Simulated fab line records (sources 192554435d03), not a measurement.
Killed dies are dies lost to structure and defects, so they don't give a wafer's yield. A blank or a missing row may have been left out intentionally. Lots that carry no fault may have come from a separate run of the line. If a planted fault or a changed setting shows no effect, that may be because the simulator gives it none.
Which tool is to blame? -- flow n5_finfet -- 27 wafers from 9 lots sampled at 4 of the route's 1938 steps

WHAT EACH GAUGE READ, for each wafer
N5_DUMMY_REMOVAL_INSPECT_06: inspects for defects (brightfield).
lot,measured,on,raw_defect_count
L866,day 4 09:03,defect_inspect-02,9 5 19
L868,day 4 21:31,defect_inspect-02,9 7 17
L873,day 6 06:13,defect_inspect-02,8 18 14
L874,day 6 09:33,defect_inspect-02,8 10 12
L876,day 7 04:47,defect_inspect-02,9 16 14
L877,day 7 08:46,defect_inspect-01,12 5 10
L882,day 8 10:32,defect_inspect-02,9 6 10
L886,day 9 11:57,defect_inspect-02,20 12 4
L887,day 9 15:44,defect_inspect-01,9 10 10

EACH LOT AND THE TOOL THAT RAN IT (in order: tool; ch and the chambers of the sampled wafers; start)
lot,N5_SDB_HM_DEP_00,N5_SDB_HM_OPEN_20,N5_SDB_STRIP_22
L866,"pecvd-03 ch 0,1, day 4 03:52","rie_diel-01 ch 0,1,3, day 4 04:57","plasma_asher-02 ch 0,1, day 4 05:04"
L868,"pecvd-03 ch 0,1,2, day 4 16:55","rie_diel-01 ch 0,2,3, day 4 17:41","plasma_asher-01 ch 0,1, day 4 17:46"
L873,"pecvd-04 ch 0,2, day 6 01:40","rie_diel-05 ch 1,2, day 6 02:19","plasma_asher-02 ch 0,1, day 6 02:23"
L874,"pecvd-01 ch 0,1, day 6 04:49","rie_diel-01 ch 0,1,3, day 6 05:41","plasma_asher-02 ch 0, day 6 05:46"
L876,"pecvd-01 ch 0,2, day 6 23:58","rie_diel-02 ch 0,1, day 7 00:44","plasma_asher-02 ch 0,1, day 7 00:52"
L877,"pecvd-04 ch 0,1,2, day 7 03:28","rie_diel-02 ch 0,2,3, day 7 04:48","plasma_asher-02 ch 0,1, day 7 04:53"
L882,"pecvd-01 ch 0,1, day 8 05:54","rie_diel-02 ch 0,2, day 8 06:40","plasma_asher-01 ch 0,1, day 8 06:47"
L886,"pecvd-04 ch 0,1,2, day 9 06:40","rie_diel-02 ch 0,1,3, day 9 07:26","plasma_asher-01 ch 0,1, day 9 07:31"
L887,"pecvd-04 ch 0,2, day 9 10:50","rie_diel-02 ch 0,1,3, day 9 11:37","plasma_asher-01 ch 0,1, day 9 11:41"
- N5_SDB_HM_DEP_00: deposits SiNx from SiH4/NH3/N2, target thk 40 nm, time 35.3 s.
- N5_SDB_HM_OPEN_20: chemistry CH3F/O2, target SiNx, stops on poly-Si, target depth 24 nm.
- N5_SDB_STRIP_22: strips in N2/H2.

THE ANSWER, worked out from the rows above alone
Rule: what is usual is taken from the lots themselves. The widest of any qualifying gaps counts: lots, ordered by their means at a reading, are off when they make up no more than a third of the lots, leave a main group of 4 or more, and stand apart from it by 3 or more times the standard deviation of that group's means. A main group whose means are all the same, to the digits that the tables above print for the reading, isn't used. A lot without any number at a reading at which 4 lots or more have one is off too. All remaining lots with rows at the step are treated as sound.
No lot is off at any reading shown: from this, nothing can be told.

WHAT THE SIMULATOR HAD INSERTED
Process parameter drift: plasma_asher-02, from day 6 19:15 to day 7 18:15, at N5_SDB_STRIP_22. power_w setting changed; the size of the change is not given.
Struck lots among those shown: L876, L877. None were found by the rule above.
